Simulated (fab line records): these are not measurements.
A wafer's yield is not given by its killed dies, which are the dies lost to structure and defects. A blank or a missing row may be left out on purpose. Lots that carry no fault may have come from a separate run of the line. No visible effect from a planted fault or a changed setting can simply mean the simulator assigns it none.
Split-lot study -- flow n5Finfet -- 7 lots, 39 wafers read, on a route of 1938 steps

SPLIT DETAILS
At N5_SD_EPI_N_EXPOSE_06 (exposes mask SD N BLK, target cd 120 nm), the setting doseMj was moved away from the recipe's 39.75 on 18 of the 39 wafers read, by -6.0% to +3.5%. All remaining wafers had this setting at the recipe value.

FROM THE SPLIT TO THE READING: what the file shows between them, 2 steps
- N5_SD_EPI_N_PEB_07: peb time 60 s
- N5_SD_EPI_N_DEVELOP_08: develop time 30 s

THE READING
cdNm at N5_SD_EPI_N_CD_MEAS_09, given in nm (cd target 120 nm). A value of 120.0 nm with a standard deviation of 0.56 nm is what fault-free wafers of this fab line usually give.

wafer,"tool, chamber at the split",doseMj as run,against the recipe,"cdNm, nm",against lot-mates on the recipe
L075.1,"arfiScanner-02, 0",37.49,-5.7%,115.9,-3.9
L075.2,"arfiScanner-02, 0",39.75,recipe,119.6,-
L075.3,"arfiScanner-02, 0",37.49,-5.7%,115.2,-4.6
L075.4,"arfiScanner-02, 0",39.75,recipe,120.2,-
L075.5,"arfiScanner-02, 0",39.75,recipe,119.6,-
L075.6,"arfiScanner-02, 0",37.49,-5.7%,116.3,-3.5
L079.1,"arfiScanner-01, 0",37.63,-5.3%,115.9,-3.3
L079.2,"arfiScanner-01, 0",37.63,-5.3%,116.2,-3.0
L079.3,"arfiScanner-01, 0",39.75,recipe,119.4,-
L079.4,"arfiScanner-01, 0",37.63,-5.3%,115.0,-4.2
L079.5,"arfiScanner-01, 0",39.75,recipe,118.8,-
L079.6,"arfiScanner-01, 0",39.75,recipe,119.5,-
L081.2,"arfiScanner-01, 0",39.75,recipe,120.2,-
L081.4,"arfiScanner-01, 0",39.75,recipe,119.4,-
L081.6,"arfiScanner-01, 0",39.75,recipe,119.5,-
L086.1,"arfiScanner-02, 0",39.75,recipe,119.8,-
L086.2,"arfiScanner-02, 0",39.75,recipe,120.7,-
L086.3,"arfiScanner-02, 0",39.75,recipe,120.5,-
L086.4,"arfiScanner-02, 0",38.08,-4.2%,117.3,-3.0
L086.5,"arfiScanner-02, 0",38.08,-4.2%,117.1,-3.2
L086.6,"arfiScanner-02, 0",38.08,-4.2%,117.4,-2.9
L089.1,"arfiScanner-01, 0",39.75,recipe,120.2,-
L089.2,"arfiScanner-01, 0",38.79,-2.4%,118.3,-1.7
L089.3,"arfiScanner-01, 0",39.75,recipe,119.8,-
L089.4,"arfiScanner-01, 0",39.75,recipe,120.0,-
L089.5,"arfiScanner-01, 0",38.79,-2.4%,117.6,-2.4
L089.6,"arfiScanner-01, 0",38.79,-2.4%,117.7,-2.3
L090.1,"arfiScanner-01, 0",39.75,recipe,120.3,-
L090.2,"arfiScanner-01, 0",39.75,recipe,119.8,-
L090.3,"arfiScanner-01, 0",37.37,-6.0%,116.3,-3.9
L090.4,"arfiScanner-01, 0",37.37,-6.0%,115.1,-5.1
L090.5,"arfiScanner-01, 0",37.37,-6.0%,115.9,-4.3
L090.6,"arfiScanner-01, 0",39.75,recipe,120.5,-
L092.1,"arfiScanner-01, 0",41.14,+3.5%,122.1,+1.9
L092.2,"arfiScanner-01, 0",41.14,+3.5%,122.6,+2.4
L092.3,"arfiScanner-01, 0",41.14,+3.5%,123.0,+2.8
L092.4,"arfiScanner-01, 0",39.75,recipe,120.6,-
L092.5,"arfiScanner-01, 0",39.75,recipe,120.3,-
L092.6,"arfiScanner-01, 0",39.75,recipe,119.8,-

FIT RESULTS
A straight line over all 39 wafers: cdNm changes by +0.729 nm for each +1% of doseMj; r = +0.97; the points scatter about the line by 0.49 nm.
The same after taking each lot's own level away (the mean of its wafers on the recipe; 39 wafers): +0.705 nm for each +1%; r = +0.98; scatter 0.39 nm.
Per that fit: largest doseMj move, reading shift of 4.2 nm.
Across the lots, their own levels run from 119.23 to 120.33 nm, a range of 2.0 times the standard deviation given above.
The two slopes agree, so the slope changes little with the lot-to-lot level.
Check: for one of the wafers moved furthest among these (-6.0%), held out of the fit, the line's prediction against its lot-mates is -4.31 nm. It came out at -3.9 nm against them.

THESE WAFERS: OTHER SPLITS
These wafers also went through other splits before the reading. Each is held against what the fit with the lots' levels taken away leaves over:
other split on the same wafers,wafers away from the commonest value,r with cdNm (lot level and that fit taken away)
N5_WELL_APT_EPI_41 targetThkA,18,-0.18
N5_DUMMY_GATE_ETCH_32 timeS,12,-0.24

THE WHOLE CHAIN: every reading that the file lists as answering this split, in the file's order
step,what it does,reading,change (the file's fit),r (the file's)
N5_SD_EPI_N_CD_MEAS_09,target cd 120 nm,cdNm,+0.713 nm for each +1% of the setting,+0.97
N5_SD_EPI_N_DESCUM_14,"chemistry O2, time 7.9 s","SD_EPI_N.cdNm (the simulator's own value, which no gauge read)",+0.724 nm for each +1% of the setting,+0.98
N5_SD_EPI_N_ETCH_34,"etches SiARC in CF4, target depth 45.5 nm, time 75.8 s","SD_EPI_N.cdNm (the simulator's own value, which no gauge read)",+0.71 nm for each +1% of the setting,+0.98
N5_SD_EPI_N_ETCH_35,"etches SOC in N2/H2, overetch 108 nm, time 486 s","SD_EPI_N.cdNm (the simulator's own value, which no gauge read)",+0.698 nm for each +1% of the setting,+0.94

FILE'S OWN FIT
cdNm changes by +0.713 nm for each +1% of doseMj, r = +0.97.
